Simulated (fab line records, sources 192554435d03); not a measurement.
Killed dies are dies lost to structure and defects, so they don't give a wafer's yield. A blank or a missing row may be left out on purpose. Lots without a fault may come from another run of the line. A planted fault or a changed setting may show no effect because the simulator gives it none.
fab line records | flow n5_finfet
record lots=5 wafers=15 last_day=17
route steps=1938 shown FIN_SAQP@110
lots that met no fault: from a run of the same line without faults
start_h: hours from the record's first day to the start of the lot's first wafer shown | wait_h: hours since the lot's step before | " the same as in the row above | L1.1+2: a row that stands for several wafers | - no value, or no start given | * or withheld: withheld | < > ~ a bound
route shown NAME@n: a module of which the file shows steps, and the number in the route of the first | usual: mean/standard deviation of fault-free wafers | same: alike in all rows | chamber/n: place in a boat | sites: the reading at each site | _std_site: their standard deviation | _edge_site: outer sites' mean less inner sites' | radius_mm: how far each site lies from the wafer's centre | mask NAME#n: copy n | behind: the tool/chamber that last shaped the wafer | hold: why the lot was held/for how many hours/how that ended | device: the transistor (n, p or np) that didn't switch | end of line: the same wafers' tests at the end of the route | a step without rows: its recipe alone | killed: dies lost to structure and defects at the first sort, not the wafer's yield | map: a wafer's dies, x killed, . not, _ none there
set.NAME: the setting as run; set.NAME@STEP: as run at that earlier step | model.NAME: the simulator's own value behind a step, which no gauge read
lots at some steps of the route; a table a step, a row a wafer
services: from which hour (start_h, from the record's first day; less than 0 if before it) a tool's chamber was out of use, for how many hours, and why
## steps
# step N5_FIN_SAQP_DEVELOP_15
# recipe develop_time_s=30 developer=TMAH resist=CAR-ArF dev_temp_c=23 rinse_liquid=diw dry=air_spin
# columns lot.wafer tool chamber start_h wait_h
L075.4+5+6 litho_track-05 0 - -
L079.1+3+5 litho_track-04 0 - -
L083.1+3+4 litho_track-05 0 - -
L094.2+3+4 litho_track-04 0 - -
L095.1+3+4 litho_track-04 0 - -
# step N5_FIN_SAQP_CD_MEAS_16
# recipe target_cd_nm=35.6 landing_energy_ev=500 detector=se_inlens
# usual cd_nm=35.6/0.31
# same landing_energy_ev=500
# columns lot.wafer tool chamber start_h wait_h cd_nm
L075.4 cd_sem-03 0 28.38 - 35.5
L075.5 " 0 " " 35.7
L075.6 " 0 " " 35.5
L079.1 cd_sem-02 0 54.08 - 35.2
L079.3 " 0 " " 35.3
L079.5 " 0 " " 35.2
L083.1 cd_sem-01 0 78.09 - 35.7
L083.3 " 0 " " 36.4
L083.4 " 0 " " 35.8
L094.2 cd_sem-03 0 143.90 - 35.6
L094.3 " 0 " " 35.1
L094.4 " 0 " " 35.4
L095.1 cd_sem-02 0 147.78 - 35.9
L095.3 " 0 " " 35.4
L095.4 " 0 " " 35.4
# step N5_FIN_SAQP_OVL_MEAS_17
# recipe points_per_wafer=44
# usual FIN_CORE_OVL=0.2/0.87
# columns lot.wafer tool chamber start_h wait_h FIN_CORE_OVL[nm]
L075.4 overlay-01 0 28.41 0.0 0.8
L075.5 " 0 " " 1.0
L075.6 " 0 " " 0.7
L079.1 overlay-01 0 54.12 0.0 1.5
L079.3 " 0 " " 0.3
L079.5 " 0 " " 0.6
L083.1 overlay-01 0 78.13 0.0 -1.0
L083.3 " 0 " " -1.0
L083.4 " 0 " " -0.7
L094.2 overlay-02 0 143.94 0.0 0.7
L094.3 " 0 " " 2.6
L094.4 " 0 " " 2.1
L095.1 overlay-02 0 147.82 0.0 -0.3
L095.3 " 0 " " -1.3
L095.4 " 0 " " -0.8
# step N5_FIN_SAQP_INSPECT_18
# recipe mode=adi inspect_instrument=brightfield
# usual raw_defect_count=451/110
# columns lot.wafer tool chamber start_h wait_h raw_defect_count
L075.4 defect_inspect-01 - 28.44 0.0 339
L075.5 " - " " 462
L075.6 " - " " 307
L079.1 defect_inspect-01 - 54.14 0.0 453
L079.3 " - " " 368
L079.5 " - " " 227
L083.1 defect_inspect-02 - 78.15 0.0 532
L083.3 " - " " 328
L083.4 " - " " 377
L094.2 defect_inspect-02 - 143.96 0.0 346
L094.3 " - " " 364
L094.4 " - " " 284
L095.1 defect_inspect-01 - 147.84 0.0 435
L095.3 " - " " 470
L095.4 " - " " 463
# step N5_FIN_SAQP_DESCUM_21
# recipe chemistry=O2 time_s=7.9 source_power_w=50 bias_power_w=20 pressure_mtorr=20 rf_frequency_hz=2.712e+07 temp_c=40 resist=CAR-ArF o2_flow_sccm=225
# usual drypump_motor_current_A=5.7/0.47 oes_product_au=0.75/0.051 rf_vpp_V=242.8/0.98 showerhead_plenum_p_Torr=2.072/0.028 throttle_valve_pct=20.49/0.21
# columns lot.wafer tool chamber start_h wait_h drypump_motor_current_A oes_product_au rf_hours_counter_h rf_vpp_V showerhead_plenum_p_Torr throttle_valve_pct
L075.4 rie_diel-01 2 28.47 0.0 5.7 0.70 205 243.0 2.072 20.78
L075.5 " 2 " " 5.7 0.70 - 242.7 2.072 20.76
L075.6 " 3 " " 4.8 0.78 - 244.3 2.092 20.48
L079.1 rie_diel-01 2 54.28 0.1 5.7 0.69 216 242.9 2.068 20.78
L079.3 " 3 " " 4.8 0.78 145 243.3 2.088 20.50
L079.5 " 2 " " 5.7 0.70 - 243.0 2.067 20.76
L083.1 rie_diel-02 2 78.18 0.0 6.0 0.76 136 242.9 2.089 20.75
L083.3 " 1 " " 6.1 0.76 127 242.2 2.107 20.22
L083.4 " 0 " " 5.7 0.82 78 242.5 2.036 20.41
L094.2 rie_diel-01 1 144.00 0.0 5.7 0.70 221 242.7 2.071 20.54
L094.3 " 0 " " 6.5 0.89 33 243.1 2.050 20.01
L094.4 " 0 " " 6.5 0.89 - 242.8 2.050 20.01
L095.1 rie_diel-05 1 148.39 0.5 6.0 0.71 243 241.1 2.062 20.50
L095.3 " 3 " " 5.7 0.72 202 242.2 2.075 20.82
L095.4 " 1 " " 6.0 0.70 - 241.8 2.062 20.50
# step N5_FIN_SAQP_ETCH_51
# recipe chemistry=CF4 target=SiARC target_depth_a=455 mask_material=CAR-ArF time_s=75.8 ion_energy_ev=80 pressure_mtorr=40 source_w=545 bias_w=36 Ar_flow_sccm=100 cf4_flow_sccm=100 ends=cleared
# usual drypump_motor_current_A=5.7/0.47 etch_rf_on_time_s=75.8/1 oes_product_au=0.64/0.041 rf_vpp_V=183.8/0.87 showerhead_plenum_p_Torr=2.123/0.029 throttle_valve_pct=15.70/0.23
# columns lot.wafer tool chamber start_h wait_h drypump_motor_current_A etch_rf_on_time_s oes_product_au rf_hours_counter_h rf_vpp_V showerhead_plenum_p_Torr throttle_valve_pct
L075.4 rie_diel-01 2 28.50 0.0 5.7 76.4 0.61 205 184.0 2.128 16.00
L075.5 " 2 " " 5.7 76.0 0.61 - 183.6 2.128 16.01
L075.6 " 3 " " 4.8 76.3 0.67 - 184.9 2.150 15.72
L079.1 rie_diel-01 2 54.32 0.0 5.7 75.5 0.60 216 182.4 2.124 16.03
L079.3 " 3 " " 4.8 75.5 0.66 145 183.3 2.147 15.76
L079.5 " 2 " " 5.7 76.3 0.61 - 184.1 2.125 16.01
L083.1 rie_diel-02 2 78.22 0.0 6.0 78.3 0.65 136 184.1 2.152 15.98
L083.3 " 1 " " 6.1 76.0 0.64 127 183.7 2.153 15.40
L083.4 " 0 " " 5.6 76.2 0.70 78 182.3 2.079 15.51
L094.2 rie_diel-01 1 144.03 0.0 5.7 74.8 0.59 221 185.1 2.118 15.76
L094.3 " 0 " " 6.5 76.1 0.76 33 182.9 2.100 15.17
L094.4 " 0 " " 6.5 75.4 0.76 - 182.5 2.100 15.17
L095.1 rie_diel-05 1 148.42 0.0 6.0 75.5 0.60 243 182.1 2.110 15.71
L095.3 " 3 " " 5.7 76.8 0.60 202 183.8 2.127 16.07
L095.4 " 1 " " 6.0 75.3 0.61 - 184.2 2.110 15.71
# step N5_FIN_SAQP_ETCH_52
# recipe chemistry=N2/H2 target=SOC target_depth_a=1000 overetch_a=200 mask_material=SiARC temp_c=40 time_s=150 ion_energy_ev=200 pressure_mtorr=30 source_w=840 bias_w=150 n2_flow_sccm=200 h2_flow_sccm=200 ends=end_point
# usual drypump_motor_current_A=5.7/0.47 oes_product_au=0.67/0.042 rf_vpp_V=523.2/1.3 showerhead_plenum_p_Torr=2.52/0.035 throttle_valve_pct=17.89/0.22
# columns lot.wafer tool chamber start_h wait_h drypump_motor_current_A oes_product_au rf_hours_counter_h rf_vpp_V showerhead_plenum_p_Torr throttle_valve_pct
L075.4 rie_diel-01 2 28.56 0.0 5.7 0.64 205 522.6 2.52 18.12
L075.5 " 2 " " 5.7 0.64 - 523.2 2.52 18.11
L075.6 " 3 " " 4.8 0.70 - 524.1 2.55 17.99
L079.1 rie_diel-01 2 54.37 0.0 5.7 0.63 216 524.3 2.52 18.14
L079.3 " 3 " " 4.8 0.69 145 523.8 2.54 17.99
L079.5 " 2 " " 5.7 0.63 - 523.0 2.52 18.15
L083.1 rie_diel-02 2 78.28 0.0 5.9 0.68 136 524.9 2.55 18.18
L083.3 " 1 " " 6.1 0.67 128 524.5 2.56 17.64
L083.4 " 0 " " 5.6 0.73 78 522.9 2.47 17.70
L094.2 rie_diel-01 1 144.09 0.0 5.7 0.64 221 524.4 2.51 17.97
L094.3 " 0 " " 6.5 0.80 33 522.5 2.50 17.37
L094.4 " 0 " " 6.5 0.79 - 521.0 2.50 17.37
L095.1 rie_diel-05 1 148.48 0.0 6.0 0.62 243 522.5 2.49 17.81
L095.3 " 3 " " 5.8 0.64 202 524.4 2.51 18.19
L095.4 " 1 " " 6.0 0.63 - 522.6 2.49 17.80
# step N5_FIN_SAQP_STRIP_53
# recipe chemistry=N2/H2 temp_c=40 n2_flow_sccm=200 h2_flow_sccm=200 rf_frequency_hz=6e+07
# columns lot.wafer tool chamber start_h wait_h
L075.4+5+6 rie_diel-01 2,2,3 28.66 0.0
L079.1+3+5 rie_diel-01 2,3,2 54.47 0.0
L083.1+3+4 rie_diel-02 2,1,0 78.37 0.0
L094.2+3+4 rie_diel-01 1,0,0 144.19 0.0
L095.1+3+4 rie_diel-05 1,3,1 148.58 0.0
# step N5_FIN_SAQP_HM_OPEN_73
# recipe chemistry=CHF3/O2 target=SiO2 stop_on=a-Si target_depth_a=120 over_etch_frac=1.8 mask_material=SOC time_s=16.8 pressure_mtorr=30 source_w=650 bias_w=170 Ar_flow_sccm=200 CHF3_flow_sccm=50 O2_flow_sccm=5 ion_energy_ev=200 ends=end_point
# usual drypump_motor_current_A=5.7/0.47 oes_product_au=0.451/0.028 rf_vpp_V=524/3.8 showerhead_plenum_p_Torr=2.39/0.033 throttle_valve_pct=18.89/0.23
# columns lot.wafer tool chamber start_h wait_h drypump_motor_current_A oes_product_au rf_hours_counter_h rf_vpp_V showerhead_plenum_p_Torr throttle_valve_pct
L075.4 rie_diel-01 2 28.67 0.0 5.7 0.429 205 520 2.39 19.19
L075.5 " 2 " " 5.7 0.427 - 521 2.39 19.20
L075.6 " 3 " " 4.8 0.471 - 527 2.42 18.92
L079.1 rie_diel-01 2 54.48 0.0 5.7 0.426 217 519 2.39 19.22
L079.3 " 3 " " 4.8 0.460 145 527 2.41 18.96
L079.5 " 2 " " 5.7 0.430 - 518 2.39 19.23
L083.1 rie_diel-02 2 78.38 0.0 6.0 0.462 136 519 2.42 19.22
L083.3 " 1 " " 6.1 0.448 128 528 2.42 18.59
L083.4 " 0 " " 5.6 0.495 78 524 2.34 18.76
L094.2 rie_diel-01 1 144.20 0.0 5.7 0.424 221 528 2.38 18.88
L094.3 " 0 " " 6.5 0.525 33 525 2.36 18.39
L094.4 " 0 " " 6.5 0.530 - 525 2.36 18.38
L095.1 rie_diel-05 1 148.59 0.0 6.0 0.426 243 529 2.37 18.90
L095.3 " 3 " " 5.7 0.422 202 523 2.39 19.22
L095.4 " 1 " " 6.0 0.417 - 529 2.37 18.89
# step N5_FIN_SAQP_STRIP_74
# recipe chemistry=CHF3/O2 resist=SiARC rf_frequency_hz=6e+07
# columns lot.wafer tool chamber start_h wait_h
L075.4+5+6 rie_diel-01 2,2,3 28.72 0.0
L079.1+3+5 rie_diel-01 2,3,2 54.53 0.0
L083.1+3+4 rie_diel-02 2,1,0 78.44 0.0
L094.2+3+4 rie_diel-01 1,0,0 144.25 0.0
L095.1+3+4 rie_diel-05 1,3,1 148.64 0.0
# step N5_FIN_SAQP_MANDREL_ETCH_22
# recipe target_depth_a=600 chemistry=HBr/Cl2 target=a-Si stop_on=SiNx bt_time_s=10 over_etch_frac=0.5 time_s=30 pressure_mtorr=10 icp_w=800 bias_w=75 HBr_flow_sccm=150 Cl2_flow_sccm=80 ends=end_point
# usual drypump_motor_current_A=5.5/0.43 oes_product_au=0.766/0.013 throttle_valve_pct=35.47/0.26
# columns lot.wafer tool chamber start_h wait_h drypump_motor_current_A oes_product_au rf_hours_counter_h throttle_valve_pct
L075.4 rie_si-04 0 28.75 0.0 5.3 0.765 28 35.08
L075.5 " 0 " " 5.3 0.768 - 35.06
L075.6 " 1 " " 5.4 0.753 - 35.37
L079.1 rie_si-01 3 54.56 0.0 6.0 0.764 52 35.18
L079.3 " 2 " " 5.6 0.763 169 35.84
L079.5 " 3 " " 6.0 0.755 - 35.16
L083.1 rie_si-04 1 78.47 0.0 5.5 0.768 4 35.36
L083.3 " 0 " " 5.3 0.764 29 35.06
L083.4 " 2 " " 5.0 0.760 69 35.50
L094.2 rie_si-01 0 144.29 0.0 5.9 0.780 106 35.63
L094.3 " 2 " " 5.6 0.764 171 35.84
L094.4 " 3 " " 6.0 0.763 54 35.15
L095.1 rie_si-01 0 148.67 0.0 5.8 0.763 106 35.67
L095.3 " 3 " " 6.0 0.759 54 35.16
L095.4 " 1 " " 6.2 0.790 77 35.60
# step N5_FIN_SAQP_STRIP_55
# recipe chemistry=N2/H2 power_w=500 temp_c=40 pressure_mtorr=50 rf_frequency_hz=6e+07 overash_fraction=0.3 bias_power_w=28 h2_frac=0.5 n2_flow_sccm=300 h2_flow_sccm=300
# usual drypump_motor_current_A=5.7/0.48 oes_product_au=0.76/0.063 power_w=500.0/1.4 rf_vpp_V=121.9/1.3 showerhead_plenum_p_Torr=3.33/0.044 throttle_valve_pct=18.91/0.28
# columns lot.wafer tool chamber start_h wait_h drypump_motor_current_A oes_product_au power_w rf_hours_counter_h rf_vpp_V showerhead_plenum_p_Torr throttle_valve_pct
L075.4 rie_diel-02 3 28.85 0.1 6.1 0.82 501.2 72 121.0 3.40 18.64
L075.5 " 0 " " 5.7 0.83 501.3 - 120.6 3.27 18.65
L075.6 " 3 " " 6.1 0.82 497.9 - 119.8 3.40 18.63
L079.1 rie_diel-05 3 54.66 0.1 5.8 0.73 500.7 168 123.6 3.34 19.11
L079.3 " 2 " " 5.1 0.76 499.8 126 121.4 3.25 18.91
L079.5 " 3 " " 5.7 0.74 498.8 - 123.8 3.34 19.07
L083.1 rie_diel-02 3 78.58 0.1 6.1 0.80 497.6 83 120.2 3.40 18.64
L083.3 " 2 " " 6.0 0.76 500.2 136 123.6 3.37 19.24
L083.4 " 0 " " 5.6 0.83 499.0 78 120.9 3.26 18.70
L094.2 rie_diel-02 2 144.39 0.1 6.0 0.75 498.3 160 123.2 3.36 19.32
L094.3 " 1 " " 6.1 0.73 499.0 150 123.8 3.37 18.74
L094.4 " 0 " " 5.6 0.78 501.3 99 122.3 3.25 18.69
L095.1 rie_diel-02 3 148.86 0.1 6.1 0.77 501.0 107 122.9 3.38 18.70
L095.3 " 0 " " 5.7 0.79 502.3 101 121.3 3.25 18.72
L095.4 " 2 " " 5.9 0.74 498.6 161 121.1 3.36 19.31
# step N5_FIN_SAQP_STRIP_23
# recipe chemistry=SPM time_s=750 temp_c=130 h2so4_h2o2_vol_ratio=4
# columns lot.wafer tool chamber start_h wait_h
L075.4+5+6 wet_bench-04 2,0,6 28.92 -
L079.1+3+5 wet_bench-04 5,4,1 54.73 -
L083.1+3+4 wet_bench-03 0,5,4 78.67 -
L094.2+3+4 wet_bench-04 6,4,3 144.45 -
L095.1+3+4 wet_bench-06 2,3,4 148.92 -
# step N5_FIN_SAQP_SRD_66
# recipe dry=ipa_marangoni time_s=30 temp_c=23 rinse_liquid=diw
# columns lot.wafer tool chamber start_h wait_h
L075.4+5+6 wet_bench-04 2,0,6 29.12 0.0
L079.1+3+5 wet_bench-04 5,4,1 54.94 0.0
L083.1+3+4 wet_bench-03 0,5,4 78.88 0.0
L094.2+3+4 wet_bench-04 6,4,3 144.66 0.0
L095.1+3+4 wet_bench-06 2,3,4 149.13 0.0
# step N5_FIN_SAQP_RECESS_75
# recipe chemistry=HF/NH3 target=SiO2 target_depth_a=144 afs_cycles=3 temp_c=30 sublimation_temp_c=180 sublimation_time_s=60
# usual drypump_motor_current_A=6.0/0.4 foreline_p_Torr=0.1280/0.00037
# columns lot.wafer tool chamber start_h wait_h drypump_motor_current_A foreline_p_Torr
L075.4 vapor_etch-02 0 29.29 0.1 6.4 0.1280
L075.5 " 0 " " 6.4 0.1279
L075.6 " 1 " " 5.9 0.1279
L079.1 vapor_etch-01 0 55.11 0.2 5.6 0.1278
L079.3 " 0 " " 5.5 0.1283
L079.5 " 1 " " 6.4 0.1282
L083.1 vapor_etch-01 1 78.92 0.0 6.4 0.1279
L083.3 " 0 " " 5.5 0.1279
L083.4 " 1 " " 6.4 0.1285
L094.2 vapor_etch-01 1 144.71 0.0 6.4 0.1275
L094.3 " 1 " " 6.4 0.1279
L094.4 " 0 " " 5.5 0.1273
L095.1 vapor_etch-02 0 149.18 0.0 6.4 0.1278
L095.3 " 1 " " 5.9 0.1285
L095.4 " 1 " " 6.0 0.1282
# step N5_FIN_SAQP_SPACER1_ALD_24
# recipe material=SiO2 target_thk_a=203 temp_c=300 ald_precursor_family=BDEAS ald_co_reactant=O2-plasma pulse_time_s=1 purge_time_s=2 co_reactant_purge_time_s=2 ald_cycles=218 pressure_torr=2
# usual heater_power_outer_w=263/23 heater_power_w=468/39 precursor_pulse_height_rel=0.997/0.018
# columns lot.wafer tool chamber start_h wait_h heater_power_outer_w heater_power_w precursor_pulse_height_rel since_wet_clean_h
L075.4 ald_sin-03 1 29.75 0.3 254 464 0.967 20
L075.5 " 3 " " 274 488 0.989 -
L075.6 " 0 " " 270 492 0.999 -
L079.1 ald_sin-01 2 55.49 0.3 294 532 1.026 153
L079.3 " 1 " " 253 445 0.998 153
L079.5 " 0 " " 252 455 0.972 -
L083.1 ald_sin-02 3 79.66 0.6 279 471 1.019 360
L083.3 " 2 " " 210 398 1.008 360
L083.4 " 0 " " 248 471 0.992 360
L094.2 ald_sin-01 3 145.13 0.3 282 525 0.987 243
L094.3 " 0 " " 256 458 1.003 243
L094.4 " 1 " " 265 446 0.995 243
L095.1 ald_sin-01 0 150.01 0.7 264 447 1.003 248
L095.3 " 1 " " 254 436 1.012 248
L095.4 " 3 " " 291 528 1.008 248
# step N5_FIN_SAQP_SPACER1_ETCHBACK_25
# recipe chemistry=CHF3/O2 mode=anisotropic_etchback target=SiO2 target_depth_a=244 time_s=12.2 pressure_mtorr=30 source_w=650 bias_w=170 Ar_flow_sccm=200 CHF3_flow_sccm=50 O2_flow_sccm=5 ion_energy_ev=200
# usual drypump_motor_current_A=5.7/0.45 oes_product_au=0.75/0.053 rf_vpp_V=524/3.8 showerhead_plenum_p_Torr=2.38/0.037 throttle_valve_pct=18.95/0.22
# columns lot.wafer tool chamber start_h wait_h drypump_motor_current_A oes_product_au rf_hours_counter_h rf_vpp_V showerhead_plenum_p_Torr throttle_valve_pct
L075.4 rie_diel-02 1 30.48 0.4 6.1 0.76 116 528 2.42 18.63
L075.5 " 3 " " 6.1 0.82 - 524 2.44 18.75
L075.6 " 0 " " 5.6 0.83 - 522 2.35 18.83
L079.1 rie_diel-05 0 56.21 0.4 5.1 0.70 194 517 2.39 18.82
L079.3 " 1 " " 6.0 0.73 208 528 2.39 18.90
L079.5 " 3 " " 5.7 0.74 - 524 2.40 19.24
L083.1 rie_diel-01 3 80.37 0.4 4.8 0.76 156 529 2.41 19.07
L083.3 " 1 " " 5.8 0.71 209 528 2.38 18.95
L083.4 " 2 " " 5.7 0.70 227 520 2.38 19.30
L094.2 rie_diel-02 0 145.84 0.4 5.6 0.80 100 522 2.33 18.89
L094.3 " 3 " " 6.1 0.78 107 523 2.43 18.80
L094.4 " 2 " " 5.9 0.74 161 518 2.41 19.31
L095.1 rie_diel-02 0 150.78 0.4 5.6 0.79 102 523 2.33 18.90
L095.3 " 2 " " 6.0 0.73 162 518 2.41 19.33
L095.4 " 1 " " 6.1 0.72 152 529 2.41 18.70
# step N5_FIN_SAQP_MANDREL1_REMOVE_56
# recipe chemistry=HBr/Cl2/O2 bt_time_s=10 target=a-Si stop_on=SiNx endpoint=OES-SiCl over_etch_frac=1 icp_w=600 bias_w=22 HBr_flow_sccm=150 Cl2_flow_sccm=80 O2_flow_sccm=5 pressure_mtorr=10
# usual drypump_motor_current_A=5.4/0.42 oes_product_au=0.996/0.017 throttle_valve_pct=36.80/0.26
# columns lot.wafer tool chamber start_h wait_h drypump_motor_current_A oes_product_au rf_hours_counter_h throttle_valve_pct
L075.4 rie_si-01 0 30.57 0.1 5.8 1.027 104 36.98
L075.5 " 0 " " 5.8 1.014 - 36.98
L075.6 " 3 " " 6.0 0.983 - 36.50
L079.1 rie_si-01 3 56.30 0.1 6.0 0.985 52 36.50
L079.3 " 0 " " 5.8 1.015 104 36.98
L079.5 " 2 " " 5.6 1.013 - 37.19
L083.1 rie_si-03 3 80.46 0.1 5.3 1.000 39 36.66
L083.3 " 1 " " 5.3 0.992 40 37.14
L083.4 " 2 " " 4.8 0.998 26 36.78
L094.2 rie_si-03 3 145.93 0.1 5.4 1.007 40 36.67
L094.3 " 1 " " 5.3 0.998 41 37.15
L094.4 " 0 " " 5.0 0.977 104 36.39
L095.1 rie_si-01 0 150.87 0.1 5.8 1.024 106 36.98
L095.3 " 1 " " 6.2 1.017 77 36.95
L095.4 " 3 " " 6.0 0.988 54 36.52
# step N5_FIN_SAQP_CD_MEAS_27
# recipe target_cd_nm=20 landing_energy_ev=1000 detector=se_inlens polarity=line
# usual cd_nm=20.28/0.22
# same landing_energy_ev=1000
# columns lot.wafer tool chamber start_h wait_h cd_nm
L075.4 cd_sem-01 0 30.69 0.1 20.42
L075.5 " 0 " " 19.96
L075.6 " 0 " " 20.31
L079.1 cd_sem-01 0 56.41 0.1 20.63
L079.3 " 0 " " 20.77
L079.5 " 0 " " 20.32
L083.1 cd_sem-03 0 80.57 0.1 20.35
L083.3 " 0 " " 20.39
L083.4 " 0 " " 20.03
L094.2 cd_sem-03 0 146.05 0.1 19.98
L094.3 " 0 " " 20.40
L094.4 " 0 " " 20.33
L095.1 cd_sem-01 0 150.98 0.1 20.40
L095.3 " 0 " " 20.32
L095.4 " 0 " " 20.27
# step N5_FIN_SAQP_ETCH_57
# recipe chemistry=CH3F/O2 target=SiNx mask_material=SiO2 target_depth_a=325 time_s=46.4 pressure_mtorr=30 source_w=395 bias_w=73 Ar_flow_sccm=150 CH3F_flow_sccm=30 O2_flow_sccm=20 ion_energy_ev=120 ends=cleared
# usual drypump_motor_current_A=5.6/0.47 etch_rf_on_time_s=46.0/0.83 oes_product_au=0.64/0.047 rf_vpp_V=297.2/2.3 showerhead_plenum_p_Torr=1.975/0.029 throttle_valve_pct=16.41/0.23
# columns lot.wafer tool chamber start_h wait_h drypump_motor_current_A etch_rf_on_time_s oes_product_au rf_hours_counter_h rf_vpp_V showerhead_plenum_p_Torr throttle_valve_pct
L075.4 rie_diel-01 2 30.73 0.0 5.7 46.4 0.62 205 295.0 1.984 16.71
L075.5 " 2 " " 5.7 46.4 0.61 - 296.2 1.983 16.71
L075.6 " 1 " " 5.7 45.6 0.62 - 299.2 1.980 16.37
L079.1 rie_diel-05 2 56.48 0.1 5.1 45.0 0.65 126 299.0 1.922 16.35
L079.3 " 3 " " 5.7 46.3 0.63 168 296.4 1.993 16.70
L079.5 " 0 " " 5.1 47.0 0.60 - 293.0 1.986 16.29
L083.1 rie_diel-05 0 80.62 0.0 5.1 46.8 0.60 202 293.2 1.984 16.30
L083.3 " 1 " " 6.0 44.4 0.63 219 303.1 1.978 16.39
L083.4 " 2 " " 5.1 46.8 0.64 137 298.0 1.918 16.35
L094.2 rie_diel-02 3 146.10 0.0 6.1 45.0 0.66 107 297.0 2.017 16.26
L094.3 " 2 " " 5.9 46.5 0.64 161 294.2 2.002 16.77
L094.4 " 1 " " 6.1 45.7 0.63 150 298.5 2.002 16.16
L095.1 rie_diel-01 3 151.12 0.1 4.8 46.6 0.63 184 298.5 1.990 16.53
L095.3 " 0 " " 6.5 45.0 0.76 36 297.0 1.957 15.92
L095.4 " 0 " " 6.5 46.3 0.76 - 298.1 1.957 15.90
# step N5_FIN_SAQP_ETCH_65
# recipe chemistry=CF4 target=SiO2 target_depth_a=40 ion_energy_ev=350 time_s=4.4 pressure_mtorr=10 icp_w=800 bias_w=400 cf4_flow_sccm=80
# usual drypump_motor_current_A=5.4/0.39 oes_product_au=0.994/0.019 throttle_valve_pct=21.83/0.24
# columns lot.wafer tool chamber start_h wait_h drypump_motor_current_A oes_product_au rf_hours_counter_h throttle_valve_pct
L075.4 rie_si-03 0 30.84 0.1 5.0 0.966 102 21.53
L075.5 " 2 " " 4.8 1.006 - 22.03
L075.6 " 1 " " 5.3 0.992 - 22.26
L079.1 rie_si-04 2 56.58 0.1 5.0 0.986 69 21.85
L079.3 " 3 " " 5.1 0.969 3 21.77
L079.5 " 1 " " 5.4 0.995 - 21.71
L083.1 rie_si-04 1 80.73 0.1 5.4 0.987 4 21.72
L083.3 " 2 " " 5.0 0.979 69 21.84
L083.4 " 0 " " 5.3 0.982 29 21.54
L094.2 rie_si-04 3 146.21 0.1 5.1 0.960 5 21.78
L094.3 " 0 " " 5.3 0.980 30 21.57
L094.4 " 2 " " 5.0 0.973 70 21.84
L095.1 rie_si-01 3 151.23 0.1 6.0 0.995 54 21.48
L095.3 " 2 " " 5.6 1.015 171 22.12
L095.4 " 1 " " 6.2 1.029 77 21.94
# step N5_FIN_SAQP_MANDREL_ETCH_58
# recipe chemistry=HBr/Cl2 target=a-Si target_depth_a=450 bt_time_s=10 stop_on=SiNx mask_material=SiO2 over_etch_frac=0.8 time_s=27 pressure_mtorr=10 icp_w=800 bias_w=75 HBr_flow_sccm=150 Cl2_flow_sccm=80 ends=end_point
# usual drypump_motor_current_A=5.4/0.39 oes_product_au=0.697/0.012 throttle_valve_pct=35.65/0.25
# columns lot.wafer tool chamber start_h wait_h drypump_motor_current_A oes_product_au rf_hours_counter_h throttle_valve_pct
L075.4 rie_si-03 0 30.87 0.0 5.0 0.683 102 35.23
L075.5 " 2 " " 4.9 0.706 - 35.62
L075.6 " 1 " " 5.4 0.697 - 36.02
L079.1 rie_si-04 2 56.62 0.0 5.0 0.688 69 35.73
L079.3 " 3 " " 5.2 0.689 3 35.69
L079.5 " 1 " " 5.4 0.708 - 35.53
L083.1 rie_si-04 1 80.76 0.0 5.4 0.683 4 35.60
L083.3 " 2 " " 5.0 0.678 69 35.74
L083.4 " 0 " " 5.3 0.702 29 35.31
L094.2 rie_si-04 3 146.24 0.0 5.1 0.678 5 35.71
L094.3 " 0 " " 5.3 0.705 30 35.27
L094.4 " 2 " " 5.0 0.694 70 35.72
L095.1 rie_si-01 3 151.26 0.0 6.0 0.681 54 35.37
L095.3 " 2 " " 5.6 0.695 171 36.04
L095.4 " 1 " " 6.3 0.714 77 35.82
# step N5_FIN_SAQP_RECESS_63
# recipe chemistry=HF/NH3 target=SiO2 target_depth_a=180 afs_cycles=3 temp_c=30 sublimation_temp_c=180 sublimation_time_s=60
# usual drypump_motor_current_A=6.0/0.4 foreline_p_Torr=0.1280/0.00038
# columns lot.wafer tool chamber start_h wait_h drypump_motor_current_A foreline_p_Torr
L075.4 vapor_etch-02 0 31.07 0.2 6.4 0.1280
L075.5 " 1 " " 5.9 0.1278
L075.6 " 0 " " 6.3 0.1275
L079.1 vapor_etch-01 0 56.70 0.1 5.6 0.1273
L079.3 " 0 " " 5.6 0.1283
L079.5 " 0 " " 5.5 0.1279
L083.1 vapor_etch-01 1 80.84 0.1 6.4 0.1278
L083.3 " 1 " " 6.4 0.1278
L083.4 " 0 " " 5.6 0.1280
L094.2 vapor_etch-01 0 146.32 0.1 5.6 0.1275
L094.3 " 1 " " 6.4 0.1281
L094.4 " 0 " " 5.6 0.1272
L095.1 vapor_etch-01 0 151.34 0.1 5.5 0.1284
L095.3 " 1 " " 6.4 0.1282
L095.4 " 0 " " 5.5 0.1286
# step N5_FIN_SAQP_COAT_68
# recipe resist=SOC temp_c=250 time_s=60 spin_rpm=1500 resist_thk_nm=100
# usual spin_speed_rpm=1500.0/0.98
# columns lot.wafer tool chamber start_h wait_h spin_speed_rpm
L075.4 litho_track-05 0 31.35 0.2 1500.9
L075.5 " 0 " " 1499.6
L075.6 " 0 " " 1499.9
L079.1 litho_track-04 0 57.08 0.3 1499.4
L079.3 " 0 " " 1500.2
L079.5 " 0 " " 1500.3
L083.1 litho_track-04 0 81.22 0.3 1499.0
L083.3 " 0 " " 1500.3
L083.4 " 0 " " 1498.3
L094.2 litho_track-03 0 146.72 0.3 1500.7
L094.3 " 0 " " 1499.2
L094.4 " 0 " " 1500.2
L095.1 litho_track-03 0 151.73 0.3 1499.5
L095.3 " 0 " " 1499.7
L095.4 " 0 " " 1499.6
## services
# columns tool chamber start_h hours kind
ald_sin-02 - 9.95 6.1 pm
rie_si-03 1 14.87 5.1 repair
rie_si-04 2 21.02 3.9 repair
rie_si-03 1 21.40 1.2 repair
rie_si-03 1 26.77 3.2 repair
rie_diel-05 - 27.59 0.6 repair
rie_diel-01 0 32.52 - clean
rie_diel-01 0 32.52 - consumable_replace:focus_ring
rie_diel-01 0 32.52 25.5 scheduled_down
rie_diel-01 0 32.52 25.5 vent_cycle
rie_diel-05 1 35.20 6.2 repair
rie_diel-01 1 50.00 2.5 repair
rie_diel-02 - 55.82 15.6 pm
rie_diel-05 0 62.35 5.0 repair
rie_si-04 - 69.08 2.8 pm
ald_sin-01 - 81.84 0.7 repair
ald_sin-02 - 85.65 14.0 pm
rie_diel-01 1 88.68 15.3 repair
wet_bench-06 - 91.50 6.0 repair
rie_si-04 - 102.65 4.3 pm
ald_sin-02 - 108.99 2.8 pm
rie_diel-01 1 126.77 8.7 repair
rie_diel-05 0 141.50 9.7 repair
rie_si-03 - 148.55 11.5 repair
## key
fault none
